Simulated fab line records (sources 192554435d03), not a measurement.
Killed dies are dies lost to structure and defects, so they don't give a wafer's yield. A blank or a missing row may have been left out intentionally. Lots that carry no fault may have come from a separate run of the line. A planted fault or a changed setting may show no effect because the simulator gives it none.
fab line records	flow n5_finfet
record lots=7	wafers=21
route steps=1938 shown BEOL_M7@1299 BEOL_M8@1377 BEOL_M9@1408 BEOL_M10@1474
start_h: hours from the record's opening day to when the first of the lot's shown wafers began	wait_h: hours from the lot's prior step to this one	" identical to the entry in the row above	L1.1+2: one row covering several wafers at once	- either no value or no given start	* or withheld: withheld	< > ~ a bound
route shown NAME@n: names a module that has steps shown in the file, with the first one's number in the route	usual: the fault-free wafers' mean and standard deviation	same: alike in all rows	chamber/n: place in a boat	sites: each site's reading	_std_site: the standard deviation of these	_edge_site: mean of outer sites minus mean of inner sites	radius_mm: for every site, how far away it sits from the centre of the wafer	mask NAME#n: copy n	behind: the last tool/chamber to shape the wafer	hold: what put the lot on hold/how long, in hours/how the hold closed	device: names the non-switching transistor (n, p or np)	end of line: tests of these same wafers at the route's end	for a step that has no rows: nothing shown but its recipe	killed: count of dies lost to structure and defects at first sort (not the wafer's yield)	map: a wafer's dies, x killed, . not, _ none there
set.NAME: the setting that was run; set.NAME@STEP: the one run at that earlier step	model.NAME: the simulator's own value behind a step, which no gauge read
lots whose settings were changed on purpose; a table a step, a row a wafer
## steps
# step N5_BEOL_M7_DESCUM_33
# recipe chemistry=O2	time_s=7	source_power_w=50	bias_power_w=20	pressure_mtorr=20	rf_frequency_hz=2.712e+07	temp_c=40	resist=CAR-EUV	o2_flow_sccm=225
lot.wafer	tool	chamber	start_h	wait_h	set.time_s	model.CAR-EUV_of_BEOL_M7_COAT_22.thk_nm
L074.1+3+5	rie_diel-01	1,2,0	234.02	0.1	7	26
L083.2+4+5	rie_diel-05	1,2,0	286.51	0.0	7	26
L086.4	rie_diel-02	1	298.55	0.3	8.227	25.6
L086.5	"	0	"	"	7	26.2
L086.6	"	3	"	"	8.227	25.4
L087.2+3	rie_diel-01	1,2	301.69	0.0	7	26.2
L087.5	"	2	"	"	7	26
L091.1	rie_diel-05	1	331.10	0.0	7	26.2
L091.3	"	3	"	"	7.561	25.8
L091.4	"	2	"	"	7	26
L093.2	rie_diel-05	0	345.35	0.0	7	26.2
L093.5+6	"	2,1	"	"	7	26
L097.1+2+6	rie_diel-05	2,0,1	366.68	0.3	7	26
# step N5_BEOL_M7_ETCH_72
# recipe chemistry=N2/H2	target=underlayer	target_depth_a=65	mask_material=CAR-EUV	time_s=5.2	ion_energy_ev=200	pressure_mtorr=30	source_w=840	bias_w=150	n2_flow_sccm=200	h2_flow_sccm=200	ends=cleared
lot.wafer	tool	chamber	start_h	wait_h	set.spin_rpm@BEOL_M7_COAT_71	model.etch.depth_nm
L074.1	rie_diel-01	1	234.06	0.0	1500	4.992
L074.3	"	2	"	"	1333	5.3
L074.5	"	0	"	"	1333	5.302
L083.2	rie_diel-05	1	286.55	0.0	1500	4.976
L083.4	"	2	"	"	1379	5.198
L083.5	"	0	"	"	1500	4.982
L086.4	rie_diel-02	1	298.59	0.0	1566	4.9
L086.5	"	0	"	"	1500	5.011
L086.6	"	3	"	"	1500	5.01
L087.2	rie_diel-01	1	301.72	0.0	1500	5.021
L087.3	"	2	"	"	1500	5.027
L087.5	"	2	"	"	1500	5.003
L091.1	rie_diel-05	1	331.13	0.0	1500	5.005
L091.3	"	3	"	"	1422	5.153
L091.4	"	2	"	"	1422	5.148
L093.2	rie_diel-05	0	345.39	0.0	1500	4.996
L093.5	"	2	"	"	1500	4.989
L093.6	"	1	"	"	1500	5.001
L097.1	rie_diel-05	2	366.72	0.0	1500	4.979
L097.2	"	0	"	"	1500	4.993
L097.6	"	1	"	"	1500	4.977
# step N5_BEOL_M8_TRENCH_ETCH_37
# recipe chemistry=C4F6/O2	target_depth_a=934.78	target=SiCOH_lowk	time_s=31.2	ion_energy_ev=250	pressure_mtorr=30	source_w=345	bias_w=185	Ar_flow_sccm=300	C4F6_flow_sccm=10	O2_flow_sccm=10
lot.wafer	tool	chamber	start_h	wait_h	set.time_s	model.BEOL_M8.feature_depth_nm	model.etch.depth_nm
L074.1	rie_diel-03	1	-	-	27.85	83.6	83.64
L074.3	"	0	"	"	27.85	81.6	81.51
L074.5	"	1	"	"	31.2	93.2	93.13
L083.2	rie_diel-03	3	-	-	31.2	93.6	93.5
L083.4	"	2	"	"	31.2	92	91.95
L083.5	"	0	"	"	27.16	81	80.94
L086.4	rie_diel-04	1	-	-	31.2	92.8	92.82
L086.5	"	3	"	"	31.2	90.8	90.77
L086.6	"	0	"	"	33.92	100.6	100.6
L087.2	rie_diel-03	3	-	-	36.38	109.4	109.5
L087.3	"	2	"	"	31.2	92.2	92.28
L087.5	"	0	"	"	31.2	93	92.93
L091.1	rie_diel-03	2	-	-	31.2	91	91.09
L091.3	"	0	"	"	37.03	110.2	110.2
L091.4	"	1	"	"	37.03	110.8	110.7
L093.2	rie_diel-06	0	-	-	31.2	92.8	92.74
L093.5	"	1	"	"	31.2	92.8	92.78
L093.6	"	2	"	"	36.95	112.4	112.4
L097.1	rie_diel-06	3	-	-	31.2	94.2	94.25
L097.2	"	0	"	"	31.2	92.4	92.48
L097.6	"	0	"	"	31.2	92.6	92.61
# step N5_BEOL_M8_ETCH_41
# recipe chemistry=CH3F/O2	target=SiCN	target_depth_a=319	taper_deg=2	time_s=57.8	ion_energy_ev=120	mask_material=TiN	pressure_mtorr=30	source_w=395	bias_w=75	Ar_flow_sccm=150	CH3F_flow_sccm=30	O2_flow_sccm=20
# step N5_BEOL_M8_STRIP_80
# recipe chemistry=N2/H2	time_s=10	power_w=450	temp_c=40	pressure_mtorr=20	rf_frequency_hz=6e+07	bias_power_w=7	n2_flow_sccm=200	h2_flow_sccm=200
# step N5_BEOL_M8_OCD_MEAS_38
# usual trench_depth_nm=93.3/1.4
lot.wafer	tool	chamber	start_h	wait_h	set.time_s@BEOL_M8_TRENCH_ETCH_37	trench_depth_nm
L074.1	ocd-02	-	240.60	-	27.85	83.5
L074.3	"	-	"	"	27.85	81.5
L074.5	"	-	"	"	31.2	93.5
L083.2	ocd-01	-	295.57	-	31.2	94.1
L083.4	"	-	"	"	31.2	92.0
L083.5	"	-	"	"	27.16	80.9
L086.4	ocd-02	-	311.73	-	31.2	92.6
L086.5	"	-	"	"	31.2	91.0
L086.6	"	-	"	"	33.92	101.1
L087.2	ocd-02	-	312.21	-	36.38	110.0
L087.3	"	-	"	"	31.2	92.0
L087.5	"	-	"	"	31.2	93.1
L091.1	ocd-02	-	340.16	-	31.2	91.5
L091.3	"	-	"	"	37.03	110.0
L091.4	"	-	"	"	37.03	110.4
L093.2	ocd-02	-	356.07	-	31.2	93.1
L093.5	"	-	"	"	31.2	92.3
L093.6	"	-	"	"	36.95	112.5
L097.1	ocd-02	-	374.86	-	31.2	94.2
L097.2	"	-	"	"	31.2	92.1
L097.6	"	-	"	"	31.2	92.3
# step N5_BEOL_M8_ALD_77
# recipe material=TaN	target_thk_a=20	temp_c=275	ald_precursor_family=PDMAT	ald_co_reactant=NH3	pressure_torr=3	carrier_flow_sccm=1500	pulse_time_s=2	purge_time_s=3	co_reactant_purge_time_s=2	co_reactant_pulse_time_s=3	ald_cycles=40	precursor_vessel_temp_c=75	precursor_vessel_pressure_torr=26.25	precursor_vessel_carrier_sccm=1000
lot.wafer	tool	chamber	start_h	wait_h	set.purge_time_s
L074.1+5	ald_metal-02	0	241.57	0.3	3.332
L074.3	"	0	"	"	3
L083.2+4+5	ald_metal-01	0,2,3	296.68	0.1	3
L086.4+5+6	ald_metal-02	3,2,1	312.79	0.0	3.528
L087.2+3	ald_metal-04	1,0	313.72	0.0	2.661
L087.5	"	1	"	"	3
L091.1+3	ald_metal-02	0,3	340.79	0.0	3
L091.4	"	1	"	"	3.655
L093.2+6	ald_metal-02	0,1	357.13	0.0	3
L093.5	"	2	"	"	3.232
L097.1+2+6	ald_metal-04	1,0,0	375.65	0.1	3
# step N5_BEOL_M8_SURFACE_TREAT_79
# recipe gas=Ar	time_s=*	ion_energy_ev=*	ion_current_ma_cm2=0.5	pressure_mtorr=*	ar_flow_sccm=30
# step N5_BEOL_M8_CVD_78
# recipe material=Co	target_thk_a=20	temp_c=withheld	precursor=CCTBA/H2	pressure_torr=30	time_s=142.3
# step N5_BEOL_M8_ECD_50
# recipe material=Cu	target_thk_a=3000
# step N5_BEOL_M8_ANNEAL_51
# recipe temp_c=225	time_s=90	ambient=N2
# step N5_BEOL_M8_CMP_52
# recipe stop_on=SiCOH_lowk	t_overpolish_s=6.9	down_force_psi=1	platen_rpm=50	clearing_platen_down_force_psi=1.5	clearing_platen_rpm=50	post_cmp_clean=cu_alkaline	target_thk_nm=80	clearing_platen_pad_velocity_m_s=0.99484	pad_velocity_m_s=0.99484
lot.wafer	tool	chamber	start_h	wait_h	set.time_s@BEOL_M8_TRENCH_ETCH_37	model.Cu_of_BEOL_M8_ECD_50.thk_nm
L074.1	cmp-02	0	243.60	0.3	27.85	70.4
L074.3	"	1	"	"	27.85	68.8
L074.5	"	0	"	"	31.2	80.4
L083.4	cmp-02	3	299.58	0.1	31.2	78.6
L083.2	"	1	"	"	31.2	81.4
L083.5	"	0	"	"	27.16	66.2
L086.4	cmp-04	0	314.00	0.2	31.2	77.4
L086.5	"	1	"	"	31.2	76.4
L086.6	"	2	"	"	33.92	87.2
L087.3	cmp-02	1	315.64	0.2	31.2	80.4
L087.2	"	0	"	"	36.38	94.8
L087.5	"	2	"	"	31.2	78.6
L091.4	cmp-04	0	341.92	0.1	37.03	95.4
L091.3	"	1	"	"	37.03	94.8
L091.1	"	2	"	"	31.2	77.4
L093.2	cmp-04	3	358.34	0.2	31.2	77.8
L093.6	"	2	"	"	36.95	98
L093.5	"	3	"	"	31.2	78.6
L097.2	cmp-04	1	377.85	0.2	31.2	78
L097.1	"	2	"	"	31.2	80.4
L097.6	"	0	"	"	31.2	77.2
# step N5_BEOL_M8_THK_MEAS_53
# recipe thk_meas_gauge=xrf	reads=Cu_of_BEOL_M8_ECD_50
# usual M8_THK=79.3/1.7
lot.wafer	tool	chamber	start_h	wait_h	set.time_s@BEOL_M8_TRENCH_ETCH_37	M8_THK[nm]
L074.1	film_metro-02	-	243.86	-	27.85	70.0
L074.3	"	-	"	"	27.85	68.1
L074.5	"	-	"	"	31.2	80.0
L083.2	film_metro-02	-	299.87	-	31.2	81.8
L083.4	"	-	"	"	31.2	79.2
L083.5	"	-	"	"	27.16	66.6
L086.4	film_metro-01	-	314.19	-	31.2	77.4
L086.5	"	-	"	"	31.2	76.0
L086.6	"	-	"	"	33.92	87.1
L087.2	film_metro-01	-	315.94	-	36.38	94.0
L087.3	"	-	"	"	31.2	80.1
L087.5	"	-	"	"	31.2	78.3
L091.1	film_metro-02	-	342.21	-	31.2	78.6
L091.3	"	-	"	"	37.03	96.0
L091.4	"	-	"	"	37.03	96.9
L093.2	film_metro-01	-	358.59	-	31.2	77.1
L093.5	"	-	"	"	31.2	78.0
L093.6	"	-	"	"	36.95	97.4
L097.1	film_metro-02	-	378.11	-	31.2	80.5
L097.2	"	-	"	"	31.2	78.4
L097.6	"	-	"	"	31.2	77.5
# step N5_BEOL_M8_PRE_CLEAN_55
# recipe gas=NH3	time_s=15	temp_c=withheld	rf_power_w=300
# step N5_BEOL_M8_DEP_56
# recipe material=SiCN	target_thk_a=100	temp_c=withheld	precursor=3MS/NH3	pressure_torr=3	rf_w=202	time_s=17.5
# step N5_BEOL_M8_RS_MEAS_57
# recipe thk_meas_gauge=four-point-probe	reads=Cu_of_BEOL_M8_ECD_50+Co_of_BEOL_M8_CVD_78+TaN_of_BEOL_M8_ALD_77
# usual M8_RS=0.290/0.0072
lot.wafer	tool	chamber	start_h	wait_h	set.time_s@BEOL_M8_TRENCH_ETCH_37	M8_RS[ohm/sq]
L074.1	film_metro-02	-	243.99	0.1	27.85	0.333
L074.3	"	-	"	"	27.85	0.342
L074.5	"	-	"	"	31.2	0.285
L083.2	film_metro-02	-	300.00	0.1	31.2	0.280
L083.4	"	-	"	"	31.2	0.291
L083.5	"	-	"	"	27.16	0.358
L086.4	film_metro-01	-	314.32	0.0	31.2	0.298
L086.5	"	-	"	"	31.2	0.302
L086.6	"	-	"	"	33.92	0.258
L087.2	film_metro-01	-	316.07	0.1	36.38	0.235
L087.3	"	-	"	"	31.2	0.285
L087.5	"	-	"	"	31.2	0.291
L091.1	film_metro-02	-	342.34	0.1	31.2	0.297
L091.3	"	-	"	"	37.03	0.235
L091.4	"	-	"	"	37.03	0.233
L093.2	film_metro-01	-	358.73	0.1	31.2	0.296
L093.5	"	-	"	"	31.2	0.293
L093.6	"	-	"	"	36.95	0.226
L097.1	film_metro-01	-	378.24	0.1	31.2	0.284
L097.2	"	-	"	"	31.2	0.295
L097.6	"	-	"	"	31.2	0.298
# step N5_BEOL_M9_COAT_05
# recipe resist=CAR-ArF	spin_rpm=1500	resist_thk_nm=90
lot.wafer	tool	chamber	start_h	wait_h	set.spin_rpm	model.CAR-ArF_of_BEOL_M9_COAT_05.thk_nm
L074.1+3+5	litho_track-01	0	-	-	1630	86.4
L083.2	litho_track-03	0	-	-	1418	92.6
L083.4	"	0	"	"	1500	90.2
L083.5	"	0	"	"	1500	90
L086.4	litho_track-03	0	-	-	1500	90.4
L086.5	"	0	"	"	1394	93.6
L086.6	"	0	"	"	1394	93.4
L087.2	litho_track-01	0	-	-	1500	90
L087.3	"	0	"	"	1630	86.4
L087.5	"	0	"	"	1630	86.2
L091.1	litho_track-05	0	-	-	1425	92.4
L091.3	"	0	"	"	1500	90.2
L091.4	"	0	"	"	1500	90.4
L093.2	litho_track-03	0	-	-	1437	92.2
L093.5	"	0	"	"	1500	90.6
L093.6	"	0	"	"	1500	90.2
L097.1+6	litho_track-01	0	-	-	1500	89.8
L097.2	"	0	"	"	1500	90
# step N5_BEOL_M9_EBR_07
# recipe solvent=PGMEA	ebr_width_mm=1.5
# step N5_BEOL_M9_SOFTBAKE_06
# recipe temp_c=110	time_s=60	resist=CAR-ArF
# step N5_BEOL_M9_EXPOSE_08
# recipe mask_id=M9	na=1.35	source_shape=dipole	sigma_inner=0.411	sigma_outer=0.611	polarization=te	dose_mj=53.75
# step N5_BEOL_M9_PEB_09
# recipe peb_temp_c=withheld	peb_time_s=60	resist=CAR-ArF
# step N5_BEOL_M9_DEVELOP_10
# recipe develop_time_s=30	developer=TMAH	resist=CAR-ArF	rinse_liquid=diw	dry=air_spin	dev_temp_c=23
lot.wafer	tool	chamber	start_h	wait_h	set.spin_rpm@BEOL_M9_COAT_05	model.CAR-ArF_of_BEOL_M9_COAT_05.thk_nm
L074.1+5	litho_track-01	0	-	-	1630	84.6
L074.3	"	0	"	"	1630	84.8
L083.2	litho_track-01	0	-	-	1418	90.8
L083.4	"	0	"	"	1500	88.4
L083.5	"	0	"	"	1500	88.2
L086.4	litho_track-05	0	-	-	1500	88.8
L086.5+6	"	0	"	"	1394	91.8
L087.2	litho_track-05	0	-	-	1500	88.2
L087.3	"	0	"	"	1630	84.8
L087.5	"	0	"	"	1630	84.6
L091.1	litho_track-03	0	-	-	1425	90.8
L091.3+4	"	0	"	"	1500	88.6
L093.2	litho_track-05	0	-	-	1437	90.4
L093.5	"	0	"	"	1500	88.8
L093.6	"	0	"	"	1500	88.4
L097.1+2+6	litho_track-03	0	-	-	1500	88.2
# step N5_BEOL_M9_ETCH_61
# recipe chemistry=CF4	target=SiARC	target_depth_a=390	mask_material=CAR-ArF	time_s=65	ion_energy_ev=80	pressure_mtorr=40	source_w=545	bias_w=36	Ar_flow_sccm=100	cf4_flow_sccm=100	ends=cleared
# usual rf_vpp_V=184.4/1.1
lot.wafer	tool	chamber	start_h	wait_h	set.source_w	rf_vpp_V
L074.1	rie_diel-05	2	247.26	0.0	580.7	176.6
L074.3	"	1	"	"	545	185.5
L074.5	"	2	"	"	580.7	179.0
L083.2	rie_diel-05	3	303.09	0.0	610.2	176.6
L083.4	"	1	"	"	545	182.6
L083.5	"	0	"	"	545	185.5
L086.4	rie_diel-02	0	318.10	0.0	516.8	189.4
L086.5	"	3	"	"	545	186.2
L086.6	"	1	"	"	545	183.6
L087.2	rie_diel-02	3	318.33	0.0	545	184.7
L087.3	"	1	"	"	545	183.7
L087.5	"	0	"	"	641.7	175.8
L091.1	rie_diel-02	1	346.12	0.0	545	185.5
L091.3	"	3	"	"	545	185.0
L091.4	"	0	"	"	545	184.1
L093.2	rie_diel-01	3	361.71	0.0	603.9	178.7
L093.5	"	2	"	"	545	184.7
L093.6	"	1	"	"	603.9	177.5
L097.1	rie_diel-05	2	380.44	0.0	545	183.6
L097.2	"	3	"	"	545	184.2
L097.6	"	3	"	"	545	185.3
# step N5_BEOL_M10_HM_DEP_02
# recipe material=TiN	target_thk_a=200	temp_c=25	chamber_pressure_pa=0.49996
lot.wafer	tool	chamber	start_h	wait_h	set.target_thk_a	model.TiN_of_BEOL_M10_HM_DEP_02.thk_nm
L074.1	pvd_sputter-02	-	255.48	1.5	181	18.4
L074.3	"	-	"	"	200	19.8
L074.5	"	-	"	"	181	18.2
L083.2	pvd_sputter-01	-	311.53	1.9	215.1	21.4
L083.4+5	"	-	"	"	200	19.8
L087.2+5	pvd_sputter-01	-	325.94	1.3	200	20
L087.3	"	-	"	"	179.8	18.4
L086.4	pvd_sputter-01	-	326.67	1.5	200	20.2
L086.5+6	"	-	"	"	200	20
L091.1+3+4	pvd_sputter-02	-	355.66	1.5	200	20
L093.2	pvd_sputter-03	-	370.39	0.3	200	20.2
L093.5+6	"	-	"	"	200	20.4
L097.1+6	pvd_sputter-01	-	388.12	1.6	200	20.2
L097.2	"	-	"	"	200	20.4
# step N5_BEOL_M10_COAT_05
# recipe resist=CAR-ArF	spin_rpm=1500	resist_thk_nm=90
lot.wafer	tool	chamber	start_h	wait_h	set.spin_rpm	model.CAR-ArF_of_BEOL_M10_COAT_05.thk_nm
L074.1	litho_track-04	0	-	-	1500	90.2
L074.3	"	0	"	"	1585	87.4
L074.5	"	0	"	"	1585	87.8
L083.2	litho_track-02	0	-	-	1500	90.4
L083.4	"	0	"	"	1586	87.6
L083.5	"	0	"	"	1500	90.2
L087.2	litho_track-03	0	-	-	1395	93.4
L087.3	"	0	"	"	1500	90.2
L087.5	"	0	"	"	1395	93.2
L086.4	litho_track-03	0	-	-	1500	90.2
L086.5	"	0	"	"	1439	92.2
L086.6	"	0	"	"	1500	90
L091.1	litho_track-02	0	-	-	1500	89.8
L091.3	"	0	"	"	1436	91.8
L091.4	"	0	"	"	1436	92.2
L093.2+5+6	litho_track-04	0	-	-	1500	90.2
L097.1	litho_track-04	0	-	-	1500	90
L097.2	"	0	"	"	1500	90.4
L097.6	"	0	"	"	1500	89.8
# step N5_BEOL_M10_EBR_07
# recipe solvent=PGMEA	ebr_width_mm=1.5
# step N5_BEOL_M10_SOFTBAKE_06
# recipe temp_c=110	time_s=60	resist=CAR-ArF
# step N5_BEOL_M10_EXPOSE_08
# recipe mask_id=M10	na=1.35	source_shape=dipole	sigma_inner=0.411	sigma_outer=0.611	polarization=te	dose_mj=53.75
# step N5_BEOL_M10_PEB_09
# recipe peb_temp_c=withheld	peb_time_s=60	resist=CAR-ArF
# step N5_BEOL_M10_DEVELOP_10
# recipe develop_time_s=30	developer=TMAH	resist=CAR-ArF	rinse_liquid=diw	dry=air_spin	dev_temp_c=23
lot.wafer	tool	chamber	start_h	wait_h	set.spin_rpm@BEOL_M10_COAT_05	model.CAR-ArF_of_BEOL_M10_COAT_05.thk_nm
L074.1	litho_track-02	0	-	-	1500	88.6
L074.3	"	0	"	"	1585	85.6
L074.5	"	0	"	"	1585	86.2
L083.2	litho_track-03	0	-	-	1500	88.8
L083.4	"	0	"	"	1586	86
L083.5	"	0	"	"	1500	88.6
L087.2	litho_track-04	0	-	-	1395	91.6
L087.3	"	0	"	"	1500	88.4
L087.5	"	0	"	"	1395	91.4
L086.4+6	litho_track-04	0	-	-	1500	88.4
L086.5	"	0	"	"	1439	90.6
L091.1	litho_track-04	0	-	-	1500	88
L091.3	"	0	"	"	1436	90.2
L091.4	"	0	"	"	1436	90.4
L093.2+6	litho_track-02	0	-	-	1500	88.6
L093.5	"	0	"	"	1500	88.4
L097.1	litho_track-04	0	-	-	1500	88.4
L097.2	"	0	"	"	1500	88.6
L097.6	"	0	"	"	1500	88.2
# step N5_BEOL_M10_STRIP_68
# recipe chemistry=N2/H2	temp_c=40	n2_flow_sccm=200	h2_flow_sccm=200	rf_frequency_hz=6e+07
# step N5_BEOL_M10_STRIP_67
# recipe chemistry=CF4	resist=SiARC	power_w=300	bias_power_w=75	pressure_mtorr=50	cf4_flow_sccm=150	rf_frequency_hz=6e+07
# step N5_BEOL_M10_HM_OPEN_17
# recipe chemistry=Cl2/BCl3	target_depth_a=200	overetch_a=60	target=TiN	mask_material=SOC	ion_energy_ev=150	pressure_mtorr=10	icp_w=1000	bias_w=126	Cl2_flow_sccm=53.25	bcl3_flow_sccm=21.75	Ar_flow_sccm=25
lot.wafer	tool	chamber	start_h	wait_h	set.target_thk_a@BEOL_M10_HM_DEP_02	model.etch.depth_nm
L074.1	rie_metal-02	0	256.22	0.0	181	18.3
L074.3	"	1	"	"	200	19.74
L074.5	"	0	"	"	181	18.18
L083.2	rie_metal-01	0	312.48	0.1	215.1	21.46
L083.4	"	1	"	"	200	19.89
L083.5	"	0	"	"	200	19.88
L087.2	rie_metal-03	1	326.67	0.0	200	20.07
L087.3	"	0	"	"	179.8	18.3
L087.5	"	0	"	"	200	20.05
L086.4	rie_metal-03	1	327.59	0.1	200	20.26
L086.5	"	1	"	"	200	19.93
L086.6	"	0	"	"	200	20
L091.1	rie_metal-01	0	356.48	0.0	200	19.93
L091.3	"	1	"	"	200	19.99
L091.4	"	0	"	"	200	20.01
L093.2	rie_metal-01	1	371.41	0.0	200	20.12
L093.5	"	0	"	"	200	20.49
L093.6	"	1	"	"	200	20.43
L097.1	rie_metal-03	1	389.07	0.0	200	20.11
L097.2	"	0	"	"	200	20.38
L097.6	"	1	"	"	200	20.27
## key
split step=N5_BEOL_M7_DESCUM_33	setting=time_s	stated=7	by=wafer
response step=N5_BEOL_M7_DESCUM_33	reading=model.CAR-EUV_of_BEOL_M7_COAT_22.thk_nm	change=-0.0395	per=1%	r=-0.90
split step=N5_BEOL_M8_TRENCH_ETCH_37	setting=time_s	stated=31.2	by=wafer
response step=N5_BEOL_M8_TRENCH_ETCH_37	reading=model.BEOL_M8.feature_depth_nm	change=+1.02	per=1%	r=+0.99
response step=N5_BEOL_M8_TRENCH_ETCH_37	reading=model.etch.depth_nm	change=+1.02	per=1%	r=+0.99
response step=N5_BEOL_M8_OCD_MEAS_38	reading=trench_depth_nm	change=+1.03	per=1%	r=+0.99
response step=N5_BEOL_M8_CMP_52	reading=model.Cu_of_BEOL_M8_ECD_50.thk_nm	change=+1.01	per=1%	r=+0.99
response step=N5_BEOL_M8_THK_MEAS_53	reading=M8_THK	change=+1.01	per=1%	r=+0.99
response step=N5_BEOL_M8_RS_MEAS_57	reading=M8_RS	change=-0.00391	per=1%	r=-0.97
split step=N5_BEOL_M8_ALD_77	setting=purge_time_s	stated=3	by=wafer
response none clear
split step=N5_BEOL_M9_COAT_05	setting=spin_rpm	stated=1500	by=wafer
response step=N5_BEOL_M9_COAT_05	reading=model.CAR-ArF_of_BEOL_M9_COAT_05.thk_nm	change=-0.434	per=1%	r=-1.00
response step=N5_BEOL_M9_DEVELOP_10	reading=model.CAR-ArF_of_BEOL_M9_COAT_05.thk_nm	change=-0.424	per=1%	r=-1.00
split step=N5_BEOL_M9_ETCH_61	setting=source_w	stated=545	by=wafer
response step=N5_BEOL_M9_ETCH_61	reading=rf_vpp_V	change=-0.593	per=1%	r=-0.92
split step=N5_BEOL_M10_HM_DEP_02	setting=target_thk_a	stated=200	by=wafer
response step=N5_BEOL_M10_HM_DEP_02	reading=model.TiN_of_BEOL_M10_HM_DEP_02.thk_nm	change=+0.17	per=1%	r=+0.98
response step=N5_BEOL_M10_HM_OPEN_17	reading=model.etch.depth_nm	change=+0.176	per=1%	r=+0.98
split step=N5_BEOL_M10_COAT_05	setting=spin_rpm	stated=1500	by=wafer
response step=N5_BEOL_M10_COAT_05	reading=model.CAR-ArF_of_BEOL_M10_COAT_05.thk_nm	change=-0.47	per=1%	r=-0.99
response step=N5_BEOL_M10_DEVELOP_10	reading=model.CAR-ArF_of_BEOL_M10_COAT_05.thk_nm	change=-0.479	per=1%	r=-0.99
split outside_this_file step=N5_BEOL_M7_COAT_71 setting=spin_rpm
# split outside_this_file: this setting was split too, and the file shows its column; the key of that split is in another file
